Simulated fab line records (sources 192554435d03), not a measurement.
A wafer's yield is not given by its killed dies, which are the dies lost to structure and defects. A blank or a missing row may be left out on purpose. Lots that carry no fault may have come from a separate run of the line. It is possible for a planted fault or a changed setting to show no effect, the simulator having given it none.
Problem report, 8D (eight disciplines) form, completed by code	flow n5 finfet	the parts of the form that need people (team, actions taken, sign-off) are left out

## 1. PROBLEM STATEMENT
Wafers without a fault read 26.4 s, standard deviation 0.49; etch rf on time s at N5_BEOL_M2_ETCH_63 reads a mean of 31.8 s on 4 wafers belonging to 3 lots. Relative to the usual mean, that is a shift of +11 standard deviations.
The step: etches SiARC in CF4, target depth 15.6 nm, time 26 s.
Earliest sighting: wafer L875.4 on rie diel-04 at day 9 13:09. At this step, 28 wafers from 10 lots have a number in the record. The rule behind "out" and "out of limits": a value lying over 4 standard deviations away from the usual mean. The other wafers with a number count as sound.

## 2. WHAT IT IS, AND WHAT IT ISN'T
question	is	is not
which readings at this step	etch rf on time s	drypump motor current A, oes product au, rf vpp V, showerhead plenum p Torr, throttle valve pct
which lots	L875, L876, L878	L866, L867, L868, L871, L884, L885, L886
which wafers of those lots	L875.4, L875.6, L876.4, L878.4	L875.1, L876.3, L878.5
read on which tools	rie diel-04	rie diel-01, rie diel-03
when	from day 9 13:09	up to then (13 sound wafers); but 11 sound wafers of L876, L878, L884, L885, L886 came after

## 3. THE SUSPECTS, EACH WITH WHAT RULES IT OUT
Counting: any tool at a process step up to the reading remains a suspect provided it ran every lot that is out. Sound lots after the first of them don't rule it out here, since some wafers of a struck lot are sound.
- cvd co-02 at N5_BEOL_M1_CO_CAP_55 (material Co, precursor CCTBA/H2, target thk 2 nm, time 102.1 s): kept. It processed each lot that is out (first: L875, day 9 10:17); up to then, its last sound lot is L866 (day 7 01:34).
- rie diel-04 at N5_BEOL_M2_ETCH_63 (etches SiARC in CF4, target depth 15.6 nm, time 26 s): kept. It processed each lot that is out (first: L875, day 9 13:09); up to then, its last sound lot is L871 (day 8 18:05). Its own etch rf on time s readings are out on those wafers.
- Within rie diel-04 at N5_BEOL_M2_ETCH_63: the wafers that are out ran in chambers 0, 2; their sound lot-mates ran in chambers 1, 3.
After counting, cvd co-02 at N5_BEOL_M1_CO_CAP_55 and rie diel-04 at N5_BEOL_M2_ETCH_63 remain.

## 4. THE CAUSE (what the simulator had put in)
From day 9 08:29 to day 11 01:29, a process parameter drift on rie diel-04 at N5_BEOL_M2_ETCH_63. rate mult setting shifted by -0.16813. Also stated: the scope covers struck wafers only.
After counting, 2 suspects remain, this tool included.

## 5. THE EFFECT CHAIN, in route order
Rows list readings where the struck wafers' mean (over those with a number) sits beyond 3 standard deviations from the usual. Only readings for which the record gives a usual standard deviation are gone through. hours: the time from each lot's start at the first step in this table that gives one to its start at this step, as a median over the lots. sigmas: the change in usual standard deviations.
hours	step	reading	usual	on struck wafers	change	sigmas
0	N5_BEOL_M2_ETCH_63	etch rf on time s	26.4 s	31.8	+5.4	+11
Its process steps:
- N5_BEOL_M2_ETCH_63: etches SiARC in CF4, target depth 15.6 nm, time 26 s.
Later measuring or inspecting steps at which every struck wafer that the step has a row for has a number for every such reading, and none has moved that far: N5_BEOL_M4_RC_MEAS_101.

## 6. HOW IT WOULD HAVE BEEN CAUGHT EARLIER
The fault began at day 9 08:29; the first out-of-limits reading in this record came at day 9 13:09, 5 hours later.
